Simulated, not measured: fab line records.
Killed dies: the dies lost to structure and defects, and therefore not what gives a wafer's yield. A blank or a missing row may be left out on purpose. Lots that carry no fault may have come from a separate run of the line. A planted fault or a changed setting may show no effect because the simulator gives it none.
Matching of chambers | flow nandHarc | NHARC_A_STAIRCASE_DESCUM_186 on rieDiel-13: 4 sister chambers
The step chemistry O2, time 3 s. 4 wafers are shown with their chamber, then 9 later ones without.

== WAFERS, EACH WITH ITS CHAMBER ==
wafer  | chamber | showerheadPlenumPTorr (Torr)
L076.2 | 0       | 1.96
L080.2 | 1       | 2.03
L089.1 | 2       | 1.92
L089.5 | 3       | 1.92

== WAFERS WITHOUT THEIR CHAMBER ==
wafer  | showerheadPlenumPTorr (Torr)
L093.1 | 2.02
L093.5 | 1.92
L093.6 | 1.92
L092.1 | 1.94
L092.2 | 2.02
L092.5 | 1.94
L094.1 | 1.92
L094.2 | 1.94
L094.5 | 1.94

== WHICH CHAMBER EACH ONE RAN IN ==
wafer  | from the rows above          | in truth
L093.1 | 1                            | 1
L093.5 | can't be placed: 2 or 3      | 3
L093.6 | can't be placed: 2 or 3      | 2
L092.1 | can't be placed: 0 or 2 or 3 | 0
L092.2 | 1                            | 1
L092.5 | can't be placed: 0 or 2 or 3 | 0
L094.1 | can't be placed: 2 or 3      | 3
L094.2 | can't be placed: 0 or 2 or 3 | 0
L094.5 | can't be placed: 0 or 2 or 3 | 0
Correct placement for 2 of the 9. Not placeable from these rows: 7 (in 7, the candidates include the true chamber). 0 placed wrongly.
How it was worked out, from the rows above alone: a wafer's distance from a chamber is the root of the sum, over the readings, of the square of ((its reading less the chamber's mean) divided by the reading's scatter). The wafer belongs to the nearest chamber; if the next one is less than 2 further off, it can't be placed. Each chamber's mean is taken over the wafers shown for it. The scatter: with one shown wafer a chamber, the root of the mean of the squares of how far each hidden wafer lies from its nearest shown one.
